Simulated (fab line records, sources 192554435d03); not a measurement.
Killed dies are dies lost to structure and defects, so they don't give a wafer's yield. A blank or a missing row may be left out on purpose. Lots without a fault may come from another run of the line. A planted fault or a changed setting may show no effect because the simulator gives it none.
Chamber matching | flow n5_finfet | N5_BEOL_M0_CUTY_DESCUM_61 on rie_diel-04: 4 sister chambers
The step chemistry O2, time 7.9 s. 24 wafers are shown with their chamber, then 12 later ones without.

WAFERS WITH THEIR CHAMBER
wafer  | chamber | drypump_motor_current_A (A) | throttle_valve_pct (%) | showerhead_plenum_p_Torr (Torr)
L074.1 | 2       | 6.0                         | 20.01                  | 2.11
L074.3 | 3       | 5.6                         | 20.81                  | 2.16
L074.4 | 0       | 5.3                         | 20.34                  | 2.07
L076.1 | 0       | 5.3                         | 20.33                  | 2.07
L076.2 | 2       | 6.0                         | 20.00                  | 2.11
L076.4 | 1       | 5.5                         | 20.49                  | 2.11
L083.1 | 1       | 5.6                         | 20.53                  | 2.10
L083.4 | 3       | 5.6                         | 20.84                  | 2.16
L083.5 | 2       | 6.0                         | 20.03                  | 2.10
L084.1 | 0       | 5.3                         | 20.35                  | 2.06
L084.5 | 1       | 5.5                         | 20.52                  | 2.10
L084.6 | 0       | 5.3                         | 20.36                  | 2.06
L085.2 | 2       | 6.0                         | 20.06                  | 2.10
L085.3 | 0       | 5.3                         | 20.39                  | 2.06
L085.4 | 0       | 5.3                         | 20.38                  | 2.06
L086.1 | 0       | 5.3                         | 20.37                  | 2.06
L086.3 | 1       | 5.6                         | 20.52                  | 2.10
L086.5 | 0       | 5.3                         | 20.40                  | 2.06
L087.1 | 1       | 5.5                         | 20.52                  | 2.10
L087.5 | 2       | 6.0                         | 20.08                  | 2.09
L087.6 | 1       | 5.5                         | 20.53                  | 2.10
L089.1 | 1       | 5.5                         | 20.55                  | 2.10
L089.4 | 1       | 5.6                         | 20.52                  | 2.10
L089.5 | 1       | 5.5                         | 20.54                  | 2.10

SIGNATURES (means of the wafers above)
reading                  | chamber 0 | chamber 1 | chamber 2 | chamber 3 | scatter within a chamber
drypump_motor_current_A  | 5.300     | 5.533     | 6.000     | 5.600     | 0.0316
throttle_valve_pct       | 20.3650   | 20.5244   | 20.0360   | 20.8250   | 0.0239
showerhead_plenum_p_Torr | 2.0625    | 2.1011    | 2.1020    | 2.1600    | 0.00509
Rule: a wafer's distance from a chamber is the root of the sum, over the readings, of the square of ((its reading less the chamber's mean) divided by the reading's scatter). The wafer belongs to the nearest chamber; if the next one is less than 2 further off, it can't be placed. The scatter: the root of (the sum of the squares of (reading less its chamber's mean) over the shown wafers, divided by (wafers less chambers)).

WAFERS WITHOUT THEIR CHAMBER
wafer  | drypump_motor_current_A (A) | throttle_valve_pct (%) | showerhead_plenum_p_Torr (Torr)
L092.2 | 5.5                         | 20.56                  | 2.09
L092.4 | 5.6                         | 20.57                  | 2.15
L092.5 | 5.6                         | 20.58                  | 2.15
L095.1 | 5.6                         | 20.57                  | 2.15
L095.4 | 5.9                         | 20.08                  | 2.09
L095.6 | 5.3                         | 20.40                  | 2.06
L097.3 | 5.6                         | 20.58                  | 2.15
L097.5 | 5.6                         | 20.59                  | 2.15
L097.6 | 5.3                         | 20.41                  | 2.06
L091.3 | 5.9                         | 20.10                  | 2.09
L091.4 | 5.3                         | 20.42                  | 2.05
L091.5 | 5.5                         | 20.60                  | 2.15

WHICH CHAMBER EACH WENT THROUGH
wafer  | from the rows above     | in truth
L092.2 | 1                       | 1
L092.4 | can't be placed: 1 or 3 | 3
L092.5 | can't be placed: 1 or 3 | 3
L095.1 | can't be placed: 1 or 3 | 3
L095.4 | 2                       | 2
L095.6 | 0                       | 0
L097.3 | can't be placed: 1 or 3 | 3
L097.5 | can't be placed: 3 or 1 | 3
L097.6 | 0                       | 0
L091.3 | 2                       | 2
L091.4 | 0                       | 0
L091.5 | can't be placed: 3 or 1 | 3
Placed correctly: 6 of 12. Can't be placed from these rows: 6 (the true chamber is among the candidates in 6). Placed wrongly: 0.
